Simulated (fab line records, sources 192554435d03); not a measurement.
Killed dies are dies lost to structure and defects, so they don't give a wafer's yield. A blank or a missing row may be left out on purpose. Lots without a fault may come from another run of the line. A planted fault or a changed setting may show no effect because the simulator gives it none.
Split-lot experiment | flow n5_finfet | 7 lots, 21 wafers read, on a route of 1938 steps

THE SPLIT
At N5_HKMG_FIN_COAT_85 (time 60 s, resist thk 300 nm), the setting spin_rpm was moved away from the recipe's 1500 rpm on 10 of the 21 wafers read, by -10.1% to +7.7%. The other wafers ran this setting at the recipe's value.

The reading is taken at the split's own step.

THE READING
SOC_of_HKMG_FIN_COAT_85.thk_nm (the simulator's own value, which no gauge read), in nm, at N5_HKMG_FIN_COAT_85 (time 60 s, resist thk 300 nm). The file gives no usual value for it. The 11 wafers here that ran the recipe average 300.6 nm, standard deviation 0.71 nm.

wafer  | tool, chamber at the split | spin_rpm as run, rpm | against the recipe | SOC_of_HKMG_FIN_COAT_85.thk_nm, nm | against lot-mates on the recipe
L076.1 | litho_track-02, 0          | 1372                 | -8.5%              | 313.6                              | +13.8
L076.3 | litho_track-02, 0          | 1500                 | recipe             | 299.8                              | -
L076.5 | litho_track-02, 0          | 1372                 | -8.5%              | 314                                | +14.2
L085.3 | litho_track-04, 0          | 1500                 | recipe             | 301                                | -
L085.4 | litho_track-04, 0          | 1500                 | recipe             | 300.6                              | -
L085.6 | litho_track-04, 0          | 1349                 | -10.1%             | 317.6                              | +16.8
L086.1 | litho_track-02, 0          | 1500                 | recipe             | 302                                | -
L086.2 | litho_track-02, 0          | 1500                 | recipe             | 300.4                              | -
L086.3 | litho_track-02, 0          | 1616                 | +7.7%              | 289.8                              | -11.4
L090.3 | litho_track-02, 0          | 1585                 | +5.7%              | 293.4                              | -7.8
L090.5 | litho_track-02, 0          | 1585                 | +5.7%              | 293.4                              | -7.8
L090.4 | litho_track-02, 0          | 1500                 | recipe             | 301.2                              | -
L092.2 | litho_track-04, 0          | 1411                 | -5.9%              | 308.8                              | +9.4
L092.3 | litho_track-04, 0          | 1411                 | -5.9%              | 308.6                              | +9.2
L092.6 | litho_track-04, 0          | 1500                 | recipe             | 299.4                              | -
L095.4 | litho_track-04, 0          | 1500                 | recipe             | 301                                | -
L095.5 | litho_track-04, 0          | 1500                 | recipe             | 299.8                              | -
L095.6 | litho_track-04, 0          | 1500                 | recipe             | 300.6                              | -
L097.1 | litho_track-04, 0          | 1405                 | -6.3%              | 311.2                              | +10.2
L097.4 | litho_track-04, 0          | 1405                 | -6.3%              | 311.2                              | +10.2
L097.5 | litho_track-04, 0          | 1500                 | recipe             | 301                                | -

THE FIT
A straight line over all 21 wafers: SOC_of_HKMG_FIN_COAT_85.thk_nm changes by -1.5 nm for each +1% of spin_rpm; r = -0.99; the points scatter about the line by 0.89 nm.
The same after taking each lot's own level away (the mean of its wafers on the recipe; 21 wafers): -1.56 nm for each +1%; r = -1.00; scatter 0.54 nm.
On that fit, the largest move of spin_rpm shifts the reading by 16 nm.
The lots' own levels span 299.40 to 301.20 nm, that is 2.5 times the standard deviation above.
So the lot-to-lot level changes the slope little: the two slopes agree.
Check: with one of the wafers moved furthest among these (-10.1%) left out of the fit, the line predicts +15.8 nm for it against its lot-mates. It came out at +16.8 nm against them.

OTHER SPLITS ON THESE WAFERS
These wafers also went through other splits before the reading. Each is held against what the fit with the lots' levels taken away leaves over:
other split on the same wafers       | wafers away from the commonest value | r with SOC_of_HKMG_FIN_COAT_85.thk_nm (lot level and that fit taken away)
N5_SD_EPI_N_PEB_07 peb_time_s        | 6                                    | +0.20
N5_SD_EPI_P_EPI_21 epi_growth_time_s | 6                                    | +0.00
N5_HKMG_FIN_ETCH_54 source_w         | 8                                    | -0.13

THE FILE'S OWN FIT
SOC_of_HKMG_FIN_COAT_85.thk_nm changes by -1.58 nm for each +1% of spin_rpm, r = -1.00.
